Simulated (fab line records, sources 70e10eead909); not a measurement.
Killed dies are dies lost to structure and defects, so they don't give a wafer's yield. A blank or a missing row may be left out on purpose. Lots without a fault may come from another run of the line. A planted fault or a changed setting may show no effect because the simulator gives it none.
A struck lot beside a sound one | flow nand_harc | 14 steps out of a route of 1302
Sound: wafers L448.1, L448.5, L448.6. Struck: wafers L457.2, L457.3, L457.5. The cause comes at the end.
At each step with rows: each side's tool, then ch and its chambers, then its first start. Under that, the readings that differ: sound wafers | struck wafers | difference of the means | sigmas: that difference in standard deviations of wafers without a fault.
alike: readings whose means differ by less than 2 such deviations, and words and numbers that are the same on both sides. not compared: withheld readings, readings that some wafer has no value for, bounds like >300 that may hide the same value, and numbers for which the record gives no deviation and whose values overlap.
The two part at a step that has a row with sigmas, a row that says differs or no value, or rows on one side only. Numbers that don't overlap but have no deviation are shown without sigmas and don't part them. A reading that every wafer of one side lacks parts them only if that side has two wafers or more.

first, 1 step without rows for these wafers: NHARC_A_STAIRCASE_DESCUM_291 (chemistry O2, time 3 s).
NHARC_A_STAIRCASE_ETCH_292: etches the open film in CF4/CHF3.
  sound on rie_diel-03 ch 1,2, day 19 02:35; struck on rie_diel-02 ch 0,2, day 22 16:43
  alike: drypump_motor_current_A, oes_product_au, rf_vpp_V, showerhead_plenum_p_Torr, throttle_valve_pct
  not compared: rf_hours_counter_h
NHARC_A_STAIRCASE_HM_OPEN_460: chemistry O2/COS.
  sound on rie_diel-03 ch 0,3; struck on rie_diel-02 ch 1,2
  alike: drypump_motor_current_A, oes_product_au, rf_vpp_V, showerhead_plenum_p_Torr, throttle_valve_pct
  not compared: rf_hours_counter_h
then, 2 steps without rows for these wafers: NHARC_A_STAIRCASE_STRIP_461 (strips in O2/COS); NHARC_A_STAIRCASE_ETCH_452 (etches the open film in CF4/O2, target depth 30 nm, overetch 3 nm, time 16.5 s).
NHARC_A_STAIRCASE_ETCH_294: etches the open film in C4F8/O2/Ar, target depth 4989 nm, time 1211.6 s.
  sound on rie_diel-03 ch 1,2,3; struck on rie_diel-02 ch 0,1,3
  alike: oes_product_au, rf_vpp_V
  not compared: rf_hours_counter_h
NHARC_A_STAIRCASE_STRIP_295: strips in O2.
  sound on rie_diel-03 ch 0,1; struck on rie_diel-02 ch 0,1,3
  alike: drypump_motor_current_A, oes_product_au, rf_vpp_V, showerhead_plenum_p_Torr, throttle_valve_pct
  not compared: rf_hours_counter_h
then, 3 steps without rows for these wafers: NHARC_A_STAIRCASE_STRIP_296 (strips in SPM, time 900 s); NHARC_A_STAIRCASE_PRECLEAN_297 (cleans in SC1); NHARC_A_STAIRCASE_SRD_298.
NHARC_A_STAIRCASE_HM_DEP_462: deposits aC, target thk 800 nm.
  sound on acl_dep-03 ch 0, day 19 04:46; struck on acl_dep-02 ch 0, day 22 19:12
  alike: throttle_valve_pct
NHARC_A_STAIRCASE_DEP_301: deposits SiON, target thk 30 nm.
  sound on pecvd-01 ch 0,1, day 19 06:43; struck on pecvd-04 ch 0,2, day 22 20:46
  reading            | sound             | struck            | difference | sigmas
  rf_fwd_power_W (W) | 348.4 348.2 348.6 | 390.3 392.2 390.9 | +42.7      | +43
  alike: heater_power_w
then, 1 step without rows for these wafers: NHARC_A_STAIRCASE_DEHYDRATE_302 (time 120 s).
-- the record jumps here: 7 days lie between the struck wafers' starts before and after (it left off in module A_STAIRCASE and takes up again in module END, whose first step shown is number 1302 of the route) --
NHARC_END_SORT_01:
  sound on prober-02 ch 0, day 26 19:46; struck on prober-01 ch 0, day 30 02:17
  alike: killed_at_array, killed_at_other, killed_at_periphery, killed_dies, killed_open, killed_short

WHERE THEY PART
Only at NHARC_A_STAIRCASE_DEP_301, within this record. Later steps at which nothing parts them and some readings are alike: NHARC_END_SORT_01.

WHY: what the simulator had put in
Process parameter drift: pecvd-04, from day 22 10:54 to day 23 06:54, at NHARC_A_STAIRCASE_DEP_301. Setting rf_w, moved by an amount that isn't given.
